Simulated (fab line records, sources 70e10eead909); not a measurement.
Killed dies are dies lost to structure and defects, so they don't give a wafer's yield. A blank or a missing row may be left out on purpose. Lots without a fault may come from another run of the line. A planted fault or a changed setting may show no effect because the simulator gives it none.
fab line records | flow nand_harc
record lots=7 wafers=21 last_day=33
route steps=1302 shown P_M2@324 END@1302
lots that met no fault: from a run of the same line without faults
start_h: hours from the record's first day to the start of the lot's first wafer shown | wait_h: hours since the lot's step before | " the same as in the row above | L1.1+2: a row that stands for several wafers | - no value, or no start given | * or withheld: withheld | < > ~ a bound
route shown NAME@n: a module of which the file shows steps, and the number in the route of the first | usual: mean/standard deviation of fault-free wafers | same: alike in all rows | chamber/n: place in a boat | sites: the reading at each site | _std_site: their standard deviation | _edge_site: outer sites' mean less inner sites' | radius_mm: how far each site lies from the wafer's centre | mask NAME#n: copy n | behind: the tool/chamber that last shaped the wafer | hold: why the lot was held/for how many hours/how that ended | device: the transistor (n, p or np) that didn't switch | end of line: the same wafers' tests at the end of the route | a step without rows: its recipe alone | killed: dies lost to structure and defects at the first sort, not the wafer's yield | map: a wafer's dies, x killed, . not, _ none there
set.NAME: the setting as run; set.NAME@STEP: as run at that earlier step | model.NAME: the simulator's own value behind a step, which no gauge read
lots at some steps of the route; a table a step, a row a wafer
services: from which hour (start_h, from the record's first day; less than 0 if before it) a tool's chamber was out of use, for how many hours, and why
## steps
# step NHARC_P_M2_EBR_05
# step NHARC_P_M2_EXPOSE_06
# recipe na=1.35 target_cd_nm=170 dose_mj=80.78 mask_id=P_M2
# step NHARC_P_M2_PEB_07
# recipe peb_temp_c=100 peb_time_s=65
# step NHARC_P_M2_DEVELOP_08
# recipe develop_time_s=35 dev_temp_c=23
# step NHARC_P_M2_CD_MEAS_09
# recipe target_cd_nm=170 landing_energy_ev=500
# usual cd_nm=170.1/0.69
# columns lot.wafer tool chamber start_h wait_h cd_nm
L560.1 cd_sem-03 0 172.31 - 170.5
L560.4 " 0 " " 170.0
L560.5 " 0 " " 170.6
L562.1 cd_sem-01 0 192.84 - 169.5
L562.2 " 0 " " 171.2
L562.4 " 0 " " 171.3
L563.2 cd_sem-01 0 194.22 - 168.7
L563.4 " 0 " " 169.2
L563.5 " 0 " " 169.8
L565.3 cd_sem-01 0 218.52 - 171.4
L565.4 " 0 " " 170.7
L565.6 " 0 " " 170.1
L572.1 cd_sem-03 0 290.65 - 169.4
L572.4 " 0 " " 169.6
L572.5 " 0 " " 169.4
L578.2 cd_sem-03 0 344.98 - 171.4
L578.5 " 0 " " 170.3
L578.6 " 0 " " 171.2
L579.1 cd_sem-01 0 361.14 - 169.3
L579.3 " 0 " " 169.8
L579.6 " 0 " " 169.3
# step NHARC_P_M2_OVL_MEAS_10
# recipe pitch_nm=340
# usual overlay_x_nm=-0.2/0.77 overlay_y_nm=-0.1/0.7
# columns lot.wafer tool chamber start_h wait_h overlay_x_nm overlay_y_nm
L560.1 overlay-01 - 172.39 - -0.1 -1.1
L560.4 " - " " 0.1 0.2
L560.5 " - " " 0.6 -0.1
L562.1 overlay-02 - 192.93 - 0.8 -0.2
L562.2 " - " " 0.6 -0.4
L562.4 " - " " 0.7 -0.4
L563.2 overlay-01 - 194.31 - -1.1 -0.1
L563.4 " - " " -0.9 -0.3
L563.5 " - " " -0.9 -0.6
L565.3 overlay-01 - 218.60 - 0.1 0.6
L565.4 " - " " 0.2 0.3
L565.6 " - " " 0.1 0.6
L572.1 overlay-02 - 290.74 - -0.4 -0.1
L572.4 " - " " -0.2 0.3
L572.5 " - " " -0.5 0.1
L578.2 overlay-02 - 345.06 - -1.7 1.3
L578.5 " - " " -1.9 1.2
L578.6 " - " " -2.2 1.2
L579.1 overlay-01 - 361.23 - 0.2 0.4
L579.3 " - " " 0.5 0.8
L579.6 " - " " 0.1 0.4
# step NHARC_P_M2_INSPECT_11
# usual raw_defect_count=4.9/2.6
# columns lot.wafer tool chamber start_h wait_h raw_defect_count
L560.1 defect_inspect-01 - 172.43 0.0 6
L560.4 " - " " 8
L560.5 " - " " 4
L562.1 defect_inspect-01 - 192.97 0.0 4
L562.2 " - " " 3
L562.4 " - " " 9
L563.2 defect_inspect-01 - 194.35 0.0 7
L563.4 " - " " 2
L563.5 " - " " 1
L565.3 defect_inspect-02 - 218.64 0.0 9
L565.4 " - " " 4
L565.6 " - " " 3
L572.1 defect_inspect-01 - 290.78 0.0 3
L572.4 " - " " 1
L572.5 " - " " 4
L578.2 defect_inspect-02 - 345.10 0.0 5
L578.5 " - " " 4
L578.6 " - " " 5
L579.1 defect_inspect-01 - 361.26 0.0 2
L579.3 " - " " 8
L579.6 " - " " 3
# step NHARC_P_M2_DESCUM_14
# recipe time_s=3 o2_flow_sccm=200 ar_flow_sccm=0 bias_power_w=0 chemistry=O2
# usual drypump_motor_current_A=5.8/0.47 oes_product_au=0.999/0.0082 rf_vpp_V=57.7/0.87 showerhead_plenum_p_Torr=1.90/0.075 throttle_valve_pct=11.312/0.0085
# same bias_power_w=0
# columns lot.wafer tool chamber start_h wait_h drypump_motor_current_A oes_product_au rf_hours_counter_h rf_vpp_V showerhead_plenum_p_Torr throttle_valve_pct
L560.1 rie_diel-02 0 172.50 0.1 5.4 1.010 4.3 56.8 1.79 11.319
L560.5 " 0 " " 5.4 1.013 - 58.1 1.79 11.307
L560.4 " 1 " " 5.7 0.992 - 56.3 1.89 11.314
L562.1 rie_diel-09 2 193.03 0.1 6.4 1.012 1.9 57.0 2.01 11.301
L562.2 " 0 " " 5.1 0.992 1.8 56.8 1.84 11.321
L562.4 " 1 " " 5.1 0.985 - 58.6 2.05 11.310
L563.4 rie_diel-02 2 194.42 0.1 5.4 1.004 7.9 57.0 1.87 11.312
L563.2 " 0 " " 5.5 1.006 6.5 57.7 1.79 11.312
L563.5 " 2 " " 5.4 1.002 - 56.3 1.87 11.302
L565.4 rie_diel-01 2 218.72 0.1 5.4 0.998 0.0 57.6 1.90 11.307
L565.3 " 3 " " 6.4 0.995 0.0 58.3 2.00 11.309
L565.6 " 1 " " 6.5 1.005 - 57.5 1.97 11.320
L572.1 rie_diel-01 0 290.85 0.1 5.5 1.003 4.6 56.3 1.81 11.315
L572.4 " 1 " " 6.5 0.995 4.7 57.5 1.96 11.298
L572.5 " 3 " " 6.4 0.997 - 58.5 2.00 11.301
L578.2 rie_diel-02 0 345.18 0.1 5.5 1.000 6.4 59.2 1.79 11.315
L578.5 " 2 " " 5.5 0.997 - 58.1 1.86 11.313
L578.6 " 3 " " 5.7 0.997 - 57.0 1.89 11.314
L579.1 rie_diel-01 3 361.32 0.1 6.4 0.989 8.0 58.6 1.99 11.306
L579.3 " 1 " " 6.5 1.013 7.5 57.6 1.96 11.310
L579.6 " 0 " " 5.5 1.010 - 57.3 1.81 11.315
# step NHARC_P_M2_ETCH_35
# recipe target_depth_a=400 overetch_a=120 time_s=43.94 ion_energy_ev=200 n2_flow_sccm=150 h2_flow_sccm=150 ar_flow_sccm=0 rf_w=400 bias_w=150 chemistry=N2/H2
# usual drypump_motor_current_A=5.8/0.47 oes_product_au=0.998/0.0084 rf_vpp_V=430.1/2.5 showerhead_plenum_p_Torr=2.03/0.082 throttle_valve_pct=14.171/0.01
# columns lot.wafer tool chamber start_h wait_h drypump_motor_current_A oes_product_au rf_hours_counter_h rf_vpp_V showerhead_plenum_p_Torr throttle_valve_pct
L560.1 rie_diel-02 0 172.60 0.1 5.5 1.004 4.3 426.2 1.90 14.184
L560.5 " 0 " " 5.4 1.001 - 427.4 1.90 14.148
L560.4 " 1 " " 5.7 0.994 - 428.7 2.01 14.186
L562.1 rie_diel-09 2 193.14 0.1 6.4 1.014 1.9 433.8 2.14 14.164
L562.2 " 0 " " 5.1 0.997 1.8 428.3 1.96 14.175
L562.4 " 2 " " 6.4 0.993 - 433.9 2.14 14.175
L563.4 rie_diel-02 1 194.49 0.1 5.7 0.983 8.3 429.7 2.01 14.176
L563.2 " 2 " " 5.4 0.997 7.9 428.6 1.99 14.156
L563.5 " 1 " " 5.7 0.983 - 430.1 2.01 14.160
L565.4 rie_diel-01 1 218.78 0.1 6.5 1.015 0.1 432.5 2.10 14.157
L565.3 " 2 " " 5.4 1.002 0.1 430.1 2.02 14.176
L565.6 " 1 " " 6.5 1.018 - 432.7 2.10 14.180
L572.1 rie_diel-01 2 290.94 0.1 5.4 0.992 4.5 430.2 2.02 14.157
L572.4 " 3 " " 6.4 0.990 4.8 432.7 2.13 14.177
L572.5 " 1 " " 6.5 1.002 - 432.2 2.10 14.179
L578.2 rie_diel-02 1 345.24 0.1 5.7 1.002 6.8 428.1 2.01 14.158
L578.5 " 1 " " 5.7 0.995 - 429.1 2.00 14.170
L578.6 " 2 " " 5.5 1.003 - 429.3 1.99 14.177
L579.3 rie_diel-01 3 361.41 0.1 6.4 0.989 8.0 434.9 2.13 14.156
L579.1 " 0 " " 5.5 1.014 6.8 424.6 1.93 14.186
L579.6 " 3 " " 6.4 0.996 - 433.7 2.13 14.172
# step NHARC_P_M2_ETCH_15
# recipe target_depth_a=1825 time_s=91.2 c4f8_flow_sccm=withheld ar_flow_sccm=400 rf_w=600 bias_w=300 chemistry=C4F8/Ar
# usual oes_product_au=0.944/0.023 rf_vpp_V=440.7/2.4
# columns lot.wafer tool chamber start_h wait_h oes_product_au rf_hours_counter_h rf_vpp_V
L560.1 rie_diel-02 0 - - 0.927 4.3 438.0
L560.4 " 1 " " 0.918 - 441.5
L560.5 " 0 " " 0.937 - 436.8
L562.1 rie_diel-09 0 - - 0.934 1.8 439.2
L562.2 " 1 " " 0.917 2.4 444.0
L562.4 " 2 " " 0.938 - 443.9
L563.4 rie_diel-02 2 - - 0.925 7.9 439.0
L563.2 " 3 " " 0.928 8.3 439.8
L563.5 " 0 " " 0.935 - 437.5
L565.3 rie_diel-01 0 - - 0.970 0.1 438.3
L565.4 " 2 " " 0.966 0.1 441.7
L565.6 " 3 " " 0.982 - 444.1
L572.4 rie_diel-01 0 - - 0.958 4.7 437.7
L572.1 " 1 " " 0.977 4.7 442.1
L572.5 " 3 " " 0.949 - 444.6
L578.2 rie_diel-02 0 - - 0.928 6.4 435.4
L578.5 " 3 " " 0.917 - 439.8
L578.6 " 0 " " 0.934 - 437.2
L579.1 rie_diel-01 0 - - 0.941 6.8 438.7
L579.3 " 1 " " 0.930 7.6 443.1
L579.6 " 2 " " 0.922 - 439.6
# step NHARC_P_M2_CD_MEAS_16
# usual cd_nm=169.8/0.83
# columns lot.wafer tool chamber start_h wait_h cd_nm
L560.1 cd_sem-01 - 172.84 - 170.3
L560.4 " - " " 169.5
L560.5 " - " " 170.5
L562.1 cd_sem-01 - 193.38 - 168.5
L562.2 " - " " 171.6
L562.4 " - " " 170.3
L563.2 cd_sem-02 - 194.72 - 168.7
L563.4 " - " " 168.5
L563.5 " - " " 169.1
L565.3 cd_sem-02 - 219.01 - 170.6
L565.4 " - " " 171.0
L565.6 " - " " 170.2
L572.1 cd_sem-01 - 291.15 - 169.2
L572.4 " - " " 168.7
L572.5 " - " " 169.0
L578.2 cd_sem-03 - 345.49 - 170.2
L578.5 " - " " 169.2
L578.6 " - " " 170.9
L579.1 cd_sem-03 - 361.63 - 169.1
L579.3 " - " " 169.6
L579.6 " - " " 169.3
# step NHARC_P_M2_STRIP_18
# recipe power_w=1000 n2_flow_sccm=150 h2_flow_sccm=150 ar_flow_sccm=0 bias_w=0 chemistry=N2/H2
# usual drypump_motor_current_A=5.8/0.48 oes_product_au=1.000/0.0086 rf_vpp_V=90.7/0.86 showerhead_plenum_p_Torr=2.04/0.079 throttle_valve_pct=14.172/0.009
# columns lot.wafer tool chamber start_h wait_h drypump_motor_current_A oes_product_au rf_hours_counter_h rf_vpp_V showerhead_plenum_p_Torr throttle_valve_pct
L560.4 rie_diel-01 1 172.92 0.1 6.5 1.000 6.4 91.5 2.10 14.168
L560.1 " 3 " " 6.4 1.008 5.7 90.1 2.13 14.163
L560.5 " 2 " " 5.4 1.002 - 93.2 2.03 14.163
L562.2 rie_diel-01 1 193.45 0.1 6.5 0.995 6.6 91.2 2.10 14.165
L562.4 " 2 " " 5.4 0.994 6.6 89.6 2.03 14.176
L562.1 " 3 " " 6.4 1.009 6.4 91.0 2.13 14.190
L563.2 rie_diel-01 0 194.82 0.1 5.5 0.988 7.2 89.6 1.93 14.159
L563.4 " 1 " " 6.5 0.989 6.6 90.5 2.10 14.176
L563.5 " 3 " " 6.4 1.014 - 91.3 2.13 14.169
L565.3 rie_diel-01 1 219.08 0.1 6.5 1.012 0.1 90.5 2.10 14.177
L565.4 " 2 " " 5.4 0.992 0.1 92.5 2.02 14.156
L565.6 " 2 " " 5.4 0.998 - 91.7 2.02 14.183
L572.1 rie_diel-02 3 291.25 0.1 5.7 0.997 2.1 89.9 2.02 14.184
L572.4 " 1 " " 5.7 1.005 3.1 90.5 2.01 14.183
L572.5 " 2 " " 5.4 0.997 - 89.5 1.99 14.155
L578.2 rie_diel-09 3 345.56 0.1 5.7 1.002 0.2 91.0 2.05 14.171
L578.5 " 3 " " 5.7 0.999 - 90.1 2.06 14.157
L578.6 " 0 " " 5.1 1.013 - 90.5 1.96 14.160
L579.1 rie_diel-02 3 361.71 0.1 5.7 0.990 6.5 90.0 2.02 14.175
L579.3 " 0 " " 5.5 1.010 8.4 91.2 1.90 14.172
L579.6 " 3 " " 5.7 0.993 - 89.5 2.02 14.166
# step NHARC_P_M2_ETCH_28
# recipe target_depth_a=300 over_etch_frac=0.3 time_s=72.99 ion_energy_ev=150 cf4_flow_sccm=50 n2_flow_sccm=100 ar_flow_sccm=150 rf_w=300 bias_w=100 chemistry=CF4/N2
# usual drypump_motor_current_A=5.8/0.46 oes_product_au=0.999/0.0082 rf_vpp_V=313.9/1.8 showerhead_plenum_p_Torr=2.61/0.093 throttle_valve_pct=19.794/0.0097
# same over_etch_frac=0.3
# columns lot.wafer tool chamber start_h wait_h drypump_motor_current_A oes_product_au rf_hours_counter_h rf_vpp_V showerhead_plenum_p_Torr throttle_valve_pct
L560.4 rie_diel-01 2 173.17 - 5.4 1.001 5.9 313.5 2.61 19.800
L560.1 " 3 " " 6.4 1.012 5.8 315.3 2.74 19.809
L560.5 " 0 " " 5.5 0.998 - 312.3 2.49 19.804
L562.1 rie_diel-01 3 193.70 - 6.4 0.863 6.4 315.4 2.73 19.808
L562.2 " 0 " " 5.5 0.850 7.2 312.5 2.49 19.782
L562.4 " 1 " " 6.5 0.858 6.6 313.6 2.69 19.795
L563.2 rie_diel-01 2 195.04 - 5.4 0.850 6.7 314.4 2.61 19.773
L563.4 " 3 " " 6.4 0.861 6.5 316.2 2.73 19.789
L563.5 " 2 " " 5.4 0.854 - 313.3 2.61 19.799
L565.4 rie_diel-01 3 219.32 - 6.4 0.853 0.1 316.3 2.73 19.789
L565.3 " 0 " " 5.5 0.861 0.2 311.2 2.49 19.799
L565.6 " 0 " " 5.5 0.853 - 312.0 2.49 19.792
L572.4 rie_diel-02 3 291.46 - 5.7 0.999 2.1 311.8 2.60 19.804
L572.1 " 1 " " 5.7 0.999 3.1 312.9 2.59 19.807
L572.5 " 0 " " 5.4 1.015 - 311.7 2.46 19.805
L578.2 rie_diel-09 2 345.80 - 6.4 1.006 0.3 316.6 2.75 19.807
L578.5 " 2 " " 6.4 1.020 - 315.8 2.75 19.791
L578.6 " 3 " " 5.7 0.994 - 314.5 2.64 19.797
L579.3 rie_diel-02 1 361.95 - 5.7 1.003 9.1 313.5 2.58 19.793
L579.1 " 0 " " 5.5 1.014 8.4 310.1 2.46 19.806
L579.6 " 1 " " 5.7 1.001 - 312.6 2.58 19.799
# step NHARC_P_M2_STRIP_19
# recipe time_s=600 temp_c=30 chemistry=post_etch_residue_remover
# step NHARC_END_SORT_01
# recipe temp_c=25
# usual defect_limited_yield=91.1/2.9 killed_at_array=55/20 killed_at_other=0.7/0.96 killed_at_periphery=4.1/2.4 killed_dies=60/20 killed_open=3.3/1.9 killed_short=2.8/1.6
# same gross_dies=677
# columns lot.wafer tool chamber start_h wait_h defect_limited_yield[%] killed_at_array killed_at_other killed_at_periphery killed_dies killed_open killed_short
L560.1 prober-02 0 607.09 2.5 92.5 43 2 6 51 5 1
L560.4 prober-02 0 609.51 3.4 90.8 57 1 4 62 0 2
L560.5 prober-02 0 610.32 3.7 92.8 46 0 3 49 2 3
L562.1 prober-01 0 621.16 2.5 90.5 62 0 2 64 5 4
L562.2 prober-01 0 621.93 2.8 90.5 60 0 4 64 1 0
L562.4 prober-01 0 623.49 3.3 88.8 73 0 3 76 5 5
L563.2 prober-02 0 622.00 2.8 89.2 63 2 8 73 7 6
L563.4 prober-02 0 623.59 3.4 90.1 64 0 3 67 3 4
L563.5 prober-02 0 624.39 3.7 90.4 61 3 1 65 5 6
L565.3 prober-01 0 663.90 3.1 95.0 28 0 6 34 3 3
L565.4 prober-01 0 664.69 3.4 93.4 38 0 7 45 5 3
L565.6 prober-01 0 666.28 4.0 93.1 42 0 5 47 5 9
L572.1 prober-01 0 713.46 2.5 85.7 93 2 2 97 3 6
L572.4 prober-01 0 715.86 3.4 87.3 82 2 2 86 3 3
L572.5 prober-01 0 716.67 3.7 88.2 74 3 3 80 4 5
L578.2 prober-01 0 783.52 2.8 85.8 93 0 3 96 3 3
L578.5 prober-01 0 785.92 3.7 91.7 50 1 5 56 4 3
L578.6 prober-01 0 786.73 4.0 88.6 70 1 6 77 3 6
L579.1 prober-01 0 798.23 2.5 89.7 68 0 2 70 0 2
L579.3 prober-01 0 799.82 3.1 90.7 59 0 4 63 3 1
L579.6 prober-01 0 802.19 4.0 91.3 56 0 3 59 3 2
# killed by level:class
L560.1 A_CHANNEL_HOLE_D2:chamber_film_flake=31 A_CHANNEL_HOLE_D1:chamber_film_flake=4 P_M0:geometric_particle:open=2 P_GATE:chamber_film_flake=2 A_CONTACT:chamber_film_flake=2 THIN_TSV:chamber_film_flake=2 P_CONTACT:geometric_particle:open=1 A_ONON_D1:geometric_particle:open=1
L560.4 A_CHANNEL_HOLE_D2:chamber_film_flake=37 A_CONTACT:chamber_film_flake=5 P_GATE:chamber_film_flake=4 A_CHANNEL_HOLE_D1:chamber_film_flake=3 A_M1:chamber_film_flake=3 A_ZERO_WELL:chamber_film_flake=2 A_DECK1_JOINT:chamber_film_flake=2 A_STAIRCASE:chamber_film_flake=2
L560.5 A_CHANNEL_HOLE_D2:chamber_film_flake=30 A_CHANNEL_HOLE_D1:chamber_film_flake=3 A_CONTACT:chamber_film_flake=3 A_ONON_D1:geometric_particle:short=2 P_GATE:chamber_film_flake=2 A_DECK1_JOINT:chamber_film_flake=2 A_STAIRCASE:chamber_film_flake=2 P_M1:geometric_particle:short=1
L562.1 A_CHANNEL_HOLE_D2:chamber_film_flake=29 A_SLIT:chamber_film_flake=19 A_CHANNEL_HOLE_D1:chamber_film_flake=3 A_DECK1_JOINT:geometric_particle:short=2 A_CHANNEL_FILL_D2:geometric_particle:open=2 A_CONTACT:geometric_particle:open=2 P_M0:geometric_particle:open=1 A_CHANNEL_FILL_D1:geometric_particle:short=1
L562.2 A_CHANNEL_HOLE_D2:chamber_film_flake=24 A_SLIT:chamber_film_flake=23 A_STAIRCASE:chamber_film_flake=4 A_CONTACT:chamber_film_flake=3 P_ZERO_WELL:chamber_film_flake=2 P_BONDPAD:chamber_film_flake=2 A_CHANNEL_HOLE_D1:chamber_film_flake=2 A_CHANNEL_FILL_D1:geometric_particle:open=1
L563.2 A_CHANNEL_HOLE_D1:chamber_film_flake=34 A_SGD_CUT:chamber_film_flake=6 A_CHANNEL_HOLE_D2:chamber_film_flake=5 P_GATE:chamber_film_flake=3 A_CHANNEL_FILL_D2:chamber_film_flake=3 A_STAIRCASE:chamber_film_flake=3 A_ONON_D2:geometric_particle:short=2 A_M0:geometric_particle:open=2
L562.4 A_SLIT:chamber_film_flake=29 A_CHANNEL_HOLE_D2:chamber_film_flake=26 A_WL_FILL:geometric_particle:open=2 P_BONDPAD:chamber_film_flake=2 A_WL_FILL:chamber_film_flake=2 A_CONTACT:chamber_film_flake=2 A_ONON_D1:geometric_particle:open=1 A_CHANNEL_HOLE_D1:geometric_particle:short=1
L563.4 A_CHANNEL_HOLE_D1:chamber_film_flake=28 A_CHANNEL_HOLE_D2:chamber_film_flake=12 A_SGD_CUT:chamber_film_flake=6 A_STAIRCASE:chamber_film_flake=5 A_CONTACT:chamber_film_flake=3 A_WL_FILL:geometric_particle:short=2 A_DECK1_JOINT:chamber_film_flake=2 P_M0:geometric_particle:open=1
L563.5 A_CHANNEL_HOLE_D1:chamber_film_flake=30 A_SGD_CUT:chamber_film_flake=11 A_CHANNEL_HOLE_D2:chamber_film_flake=4 A_STAIRCASE:chamber_film_flake=3 A_CONTACT:chamber_film_flake=2 THIN_TSV:chamber_film_flake=2 P_CONTACT:geometric_particle:open=1 A_CHANNEL_FILL_D1:geometric_particle:short=1
L565.3 A_CHANNEL_HOLE_D2:chamber_film_flake=10 A_CHANNEL_HOLE_D1:chamber_film_flake=5 P_M2:chamber_film_flake=3 A_CHANNEL_FILL_D1:chamber_film_flake=2 A_CHANNEL_FILL_D2:chamber_film_flake=2 A_STAIRCASE:chamber_film_flake=2 A_CONTACT:chamber_film_flake=2 P_CONTACT:geometric_particle:short=1
L565.4 A_CHANNEL_HOLE_D2:chamber_film_flake=15 A_CONTACT:chamber_film_flake=5 A_STAIRCASE:chamber_film_flake=5 A_CHANNEL_HOLE_D1:chamber_film_flake=4 P_M2:chamber_film_flake=3 A_CHANNEL_FILL_D2:geometric_particle:open=2 P_STI:chamber_film_flake=2 P_M0:geometric_particle:short=1
L565.6 A_CHANNEL_HOLE_D2:chamber_film_flake=14 A_CHANNEL_HOLE_D1:chamber_film_flake=9 A_STAIRCASE:chamber_film_flake=3 A_CONTACT:chamber_film_flake=3 P_M1:geometric_particle:short=2 A_CHANNEL_FILL_D1:geometric_particle:short=2 A_CHANNEL_FILL_D2:geometric_particle:open=2 A_WL_FILL:geometric_particle:short=2
L572.1 A_CHANNEL_HOLE_D1:chamber_film_flake=28 A_SLIT:chamber_film_flake=27 A_CHANNEL_HOLE_D2:chamber_film_flake=24 A_CONTACT:chamber_film_flake=3 A_BLC:chamber_film_flake=3 A_CHANNEL_FILL_D1:geometric_particle:open=2 THIN_TSV:chamber_film_flake=2 P_M1:geometric_particle:open=1
L572.4 A_CHANNEL_HOLE_D1:chamber_film_flake=26 A_SLIT:chamber_film_flake=23 A_CHANNEL_HOLE_D2:chamber_film_flake=19 A_CONTACT:chamber_film_flake=5 A_STAIRCASE:chamber_film_flake=3 THIN_TSV:chamber_film_flake=2 P_M0:geometric_particle:open=1 A_CHANNEL_FILL_D1:geometric_particle:short=1
L572.5 A_CHANNEL_HOLE_D1:chamber_film_flake=27 A_SLIT:chamber_film_flake=18 A_CHANNEL_HOLE_D2:chamber_film_flake=11 A_STAIRCASE:chamber_film_flake=5 THIN_TSV:chamber_film_flake=3 A_CONTACT:chamber_film_flake=3 P_M0:geometric_particle:open=1 A_DECK1_JOINT:geometric_particle:short=1
L578.2 A_CHANNEL_HOLE_D2:chamber_film_flake=37 A_SLIT:chamber_film_flake=28 A_CONTACT:chamber_film_flake=13 A_STAIRCASE:chamber_film_flake=5 P_ZERO_WELL:chamber_film_flake=2 A_WL_FILL:chamber_film_flake=2 A_WL_FILL:geometric_particle:open=1 A_ONON_D1:geometric_particle:open=1
L578.5 A_CHANNEL_HOLE_D2:chamber_film_flake=16 A_SLIT:chamber_film_flake=16 A_CONTACT:chamber_film_flake=5 A_WL_FILL:geometric_particle:open=2 P_M2:chamber_film_flake=2 P_ZERO_WELL:geometric_particle:open=1 A_SOURCE_PLATE:geometric_particle:short=1 A_DECK1_JOINT:geometric_particle:short=1
L578.6 A_CHANNEL_HOLE_D2:chamber_film_flake=34 A_SLIT:chamber_film_flake=19 A_CONTACT:chamber_film_flake=5 P_ZERO_WELL:chamber_film_flake=4 A_STAIRCASE:chamber_film_flake=4 P_GATE:geometric_particle:short=1 P_GATE:geometric_particle:open=1 A_SOURCE_PLATE:geometric_particle:open=1
L579.1 A_CHANNEL_HOLE_D2:chamber_film_flake=26 A_CHANNEL_HOLE_D1:chamber_film_flake=20 A_SLIT:chamber_film_flake=8 A_SGD_CUT:chamber_film_flake=5 A_STAIRCASE:chamber_film_flake=3 P_M0:chamber_film_flake=2 A_CONTACT:chamber_film_flake=2 A_CHANNEL_HOLE_D2:geometric_particle:short=1
L579.3 A_CHANNEL_HOLE_D2:chamber_film_flake=26 A_CHANNEL_HOLE_D1:chamber_film_flake=10 A_STAIRCASE:chamber_film_flake=7 A_SLIT:chamber_film_flake=6 A_CONTACT:chamber_film_flake=4 A_CHANNEL_FILL_D2:geometric_particle:open=2 P_GATE:chamber_film_flake=2 P_GATE:geometric_particle:open=1
L579.6 A_CHANNEL_HOLE_D2:chamber_film_flake=24 A_CONTACT:chamber_film_flake=9 A_CHANNEL_HOLE_D1:chamber_film_flake=7 A_SLIT:chamber_film_flake=7 A_CONTACT:geometric_particle:open=2 A_STAIRCASE:chamber_film_flake=2 P_M0:geometric_particle:open=1 A_DECK1_JOINT:geometric_particle:short=1
## services
# columns tool chamber start_h hours kind
rie_diel-01 0 158.45 - clean
rie_diel-01 1 158.45 - clean
rie_diel-01 2 158.45 - clean
rie_diel-01 3 158.45 - clean
rie_diel-02 3 172.30 6.0 repair
rie_diel-01 1 173.57 6.1 repair
rie_diel-01 0 182.95 - clean
rie_diel-01 1 182.95 - clean
rie_diel-01 2 182.95 - clean
rie_diel-01 3 182.95 - clean
rie_diel-09 3 190.44 5.8 repair
rie_diel-09 - 200.90 0.7 repair
rie_diel-01 - 203.80 9.0 pm
rie_diel-01 0 203.80 9.0 vent_cycle
rie_diel-01 1 203.80 9.0 vent_cycle
rie_diel-01 2 203.80 9.0 vent_cycle
rie_diel-01 3 203.80 9.0 vent_cycle
rie_diel-02 - 216.82 9.0 pm
rie_diel-01 0 233.48 6.0 repair
rie_diel-09 - 260.27 0.2 repair
rie_diel-02 2 261.66 1.5 repair
rie_diel-09 - 320.17 9.0 pm
rie_diel-01 0 335.35 12.0 repair
rie_diel-09 0 353.72 9.9 repair
## key
first_sign step=NHARC_P_M2_ETCH_28 reading=oes_product_au direction=down sigmas=17 usual=0.999 struck=0.856
effect none on later readings
met_at NHARC_P_M2_ETCH_28
struck_wafers L562.1,L562.2,L562.4,L563.2,L563.4,L563.5,L565.3,L565.4,L565.6
onset_between 173.17 193.70
fault kind=process_parameter_drift tool=rie_diel-01 chamber=- onset_h=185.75 steps=NHARC_P_M2_ETCH_28 channel=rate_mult offset=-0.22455 shape=step
